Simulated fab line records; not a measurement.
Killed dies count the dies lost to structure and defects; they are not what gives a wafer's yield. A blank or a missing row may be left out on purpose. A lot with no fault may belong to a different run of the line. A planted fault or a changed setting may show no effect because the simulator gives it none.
Chamber matching -- flow n5-finfet -- N5_BEOL_M14_DEP_53 on pecvd-02: 3 sister chambers
The step deposits SiCN from 3MS/NH3, target thk 50 nm, time 17.8 s. 3 wafers are shown with their chamber, then 11 later ones without.

EACH WAFER AND ITS CHAMBER
wafer,chamber,throttle-valve-pct (%)
L083.4,1,19.8
L088.5,2,18.4
L091.2,0,18.4

WAFERS WHOSE CHAMBER IS MISSING
wafer,throttle-valve-pct (%)
L091.4,17.7
L091.6,20.0
L092.2,20.0
L092.5,17.9
L092.6,19.4
L094.4,18.3
L094.5,17.8
L094.6,19.7
L096.1,16.5
L096.2,18.2
L096.3,17.9

CHAMBER TAKEN BY EACH
wafer,from the rows above,in truth
L091.4,can't be placed: 0 or 2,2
L091.6,1,1
L092.2,1,1
L092.5,can't be placed: 0 or 2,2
L092.6,can't be placed: 1 or 0 or 2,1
L094.4,can't be placed: 0 or 2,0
L094.5,can't be placed: 0 or 2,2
L094.6,can't be placed: 1 or 0 or 2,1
L096.1,can't be placed: 0 or 2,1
L096.2,can't be placed: 0 or 2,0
L096.3,can't be placed: 0 or 2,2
Correctly placed: 2 of 11. Can't be placed from these rows: 9 (the true chamber is among the candidates in 8). Wrongly placed: 0.
How it was worked out, from the rows above alone: a wafer's distance from a chamber is the root of the sum, over the readings, of the square of ((its reading less the chamber's mean) divided by the reading's scatter). The wafer belongs to the nearest chamber; if the next one is less than 2 further off, it can't be placed. A chamber's mean is the mean of its shown wafers. The scatter: with one shown wafer a chamber, the root of the mean of the squares of how far each hidden wafer lies from its nearest shown one.
